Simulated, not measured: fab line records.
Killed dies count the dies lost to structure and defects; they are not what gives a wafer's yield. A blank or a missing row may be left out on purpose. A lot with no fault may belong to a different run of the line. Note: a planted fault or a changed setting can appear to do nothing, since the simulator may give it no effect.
What tool caused it?	flow n5_finfet	11 lots, 33 wafers sampled, at 5 steps of a route of 1938

WHAT THE GAUGES READ, wafer by wafer
N5_BEOL_M5_INSPECT_58: inspects for defects (darkfield).
lot	measured	on	raw_defect_count
L111	day 8 16:56	defect_inspect-01	57 49 56
L112	day 9 13:02	defect_inspect-01	66 114 64
L113	day 10 07:05	defect_inspect-02	65 85 109
L114	day 10 10:24	defect_inspect-02	49 50 72
L117	day 11 10:32	defect_inspect-01	59 50 37
L125	day 13 02:22	defect_inspect-02	127 48 80
L131	day 14 11:04	defect_inspect-02	73 52 76
L127	day 14 18:29	defect_inspect-01	66 56 47
L130	day 14 17:56	defect_inspect-02	43 58 60
L133	day 15 02:59	defect_inspect-01	45 59 66
L134	day 15 20:07	defect_inspect-01	89 48 61

TOOL THAT RAN EACH LOT (tool first, then ch and the chambers of the sampled wafers, then the start)
lot	N5_BEOL_M5_PECVD_70	N5_BEOL_M5_CMP_52	N5_BEOL_M5_PRE_CLEAN_77	N5_BEOL_M5_CO_CAP_78
L111	pecvd-03 ch 1,2, day 8 05:19	cmp-04 ch 0,2,3, day 8 16:16	cvd_co-01 ch 0,2, day 8 16:41	cvd_co-01 ch 0,2, day 8 16:44
L112	pecvd-03 ch 0,1, day 9 01:51	cmp-04 ch 2,3, day 9 12:26	cvd_co-01 ch 0,1,2, day 9 12:46	cvd_co-01 ch 0,1,2, day 9 12:48
L113	pecvd-03 ch 0,1, day 9 20:07	cmp-04 ch 0,1,3, day 10 06:29	cvd_co-02 ch 1,2, day 10 06:49	cvd_co-02 ch 1,2, day 10 06:51
L114	pecvd-03 ch 1,2, day 9 23:34	cmp-04 ch 2,3, day 10 09:49	cvd_co-02 ch 0,1,2, day 10 10:09	cvd_co-02 ch 0,1,2, day 10 10:11
L117	pecvd-03 ch 0,2, day 10 22:22	cmp-02 ch 0,2, day 11 09:56	cvd_co-02 ch 0,1, day 11 10:16	cvd_co-02 ch 0,1, day 11 10:18
L125	pecvd-04 ch 0,1,2, day 12 14:56	cmp-03 ch 0,1,3, day 13 01:50	cvd_co-01 ch 0,2, day 13 02:07	cvd_co-01 ch 0,2, day 13 02:10
L131	pecvd-03 ch 0,2, day 13 23:00	cmp-04 ch 0,1,2, day 14 10:29	cvd_co-02 ch 0,2, day 14 10:49	cvd_co-02 ch 0,2, day 14 10:51
L127	pecvd-02 ch 0,2, day 14 04:46	cmp-04 ch 2,3, day 14 17:53	cvd_co-01 ch 0,1,2, day 14 18:14	cvd_co-01 ch 0,1,2, day 14 18:16
L130	pecvd-03 ch 1,2, day 14 05:19	cmp-04 ch 1,2,3, day 14 17:23	cvd_co-02 ch 0,2, day 14 17:41	cvd_co-02 ch 0,2, day 14 17:43
L133	pecvd-03 ch 0,1,2, day 14 13:53	cmp-04 ch 0,2,3, day 15 02:20	cvd_co-01 ch 0,2, day 15 02:40	cvd_co-01 ch 0,2, day 15 02:44
L134	pecvd-04 ch 0,2, day 15 07:41	cmp-04 ch 0,2,3, day 15 19:34	cvd_co-01 ch 0,1, day 15 19:50	cvd_co-01 ch 0,1, day 15 19:52
- N5_BEOL_M5_PECVD_70: deposits SiO2 from TEOS/O2, target thk 16 nm, time 18 s.
- N5_BEOL_M5_CMP_52: polishes, stops on SiCOH lowk, t overpolish 6.9 s, target thk 62 nm.
- N5_BEOL_M5_PRE_CLEAN_77: time 15 s.
- N5_BEOL_M5_CO_CAP_78: material Co, precursor CCTBA/H2, target thk 2 nm, time 102.1 s.

THE ANSWER, worked out from the rows above alone
Rule: the usual values come from the lots themselves. Put in order of their means at a reading, lots are off if they are a third of the lots or fewer, leave a main group of 4 or more, and stand apart from it by a gap of 3 or more times the standard deviation of the main group's means; of several such gaps the widest counts. The tables above print the reading to a certain number of digits; a main group whose means all agree to those digits is not used. A lot without any number at a reading at which 4 lots or more have one is off too. Any other lot the step has rows for is counted as sound.
Nothing can be told from this: no lot is off at any reading shown.

WHAT THE SIMULATOR HAD INSERTED
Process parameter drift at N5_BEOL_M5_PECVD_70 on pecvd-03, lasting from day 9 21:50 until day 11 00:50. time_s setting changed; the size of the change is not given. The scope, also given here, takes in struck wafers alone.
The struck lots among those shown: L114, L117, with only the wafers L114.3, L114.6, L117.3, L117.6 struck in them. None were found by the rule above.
